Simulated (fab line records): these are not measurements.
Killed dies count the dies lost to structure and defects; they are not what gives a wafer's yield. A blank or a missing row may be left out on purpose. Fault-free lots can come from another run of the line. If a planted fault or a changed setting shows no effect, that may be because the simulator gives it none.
Chamber matching | flow nand harc | rie diel-08 running NHARC_P_BONDPAD_STRIP_15: 4 sister chambers
The step strips in O2. 4 wafers are shown with their chamber, then 12 later ones without.

== WAFERS WITH THEIR CHAMBER ==
wafer  | chamber | showerhead plenum p Torr (Torr)
L088.2 | 1       | 3.68
L090.2 | 2       | 3.34
L090.5 | 0       | 3.60
L090.6 | 3       | 3.49

== WAFERS WITHOUT THEIR CHAMBER ==
wafer  | showerhead plenum p Torr (Torr)
L091.1 | 3.49
L091.3 | 3.34
L091.5 | 3.49
L092.1 | 3.68
L092.4 | 3.60
L092.6 | 3.60
L097.3 | 3.33
L097.4 | 3.60
L097.6 | 3.33
L096.2 | 3.49
L096.3 | 3.33
L096.6 | 3.33

== WHICH CHAMBER EACH WENT THROUGH ==
wafer  | from the rows above | in truth
L091.1 | 3                   | 3
L091.3 | 2                   | 2
L091.5 | 3                   | 3
L092.1 | 1                   | 1
L092.4 | 0                   | 0
L092.6 | 0                   | 0
L097.3 | 2                   | 2
L097.4 | 0                   | 0
L097.6 | 2                   | 2
L096.2 | 3                   | 3
L096.3 | 2                   | 2
L096.6 | 2                   | 2
Correct placement for 12 of the 12. Number that these rows cannot place: 0. Placed wrongly: 0.
How it was worked out, from the rows above alone: a wafer's distance from a chamber is the root of the sum, over the readings, of the square of ((its reading less the chamber's mean) divided by the reading's scatter). The wafer belongs to the nearest chamber; if the next one is less than 2 further off, it can't be placed. A chamber's mean is the mean of its shown wafers. The scatter (one wafer shown for each chamber): square how far every hidden wafer sits from the nearest shown wafer, average those squares and take the square root.
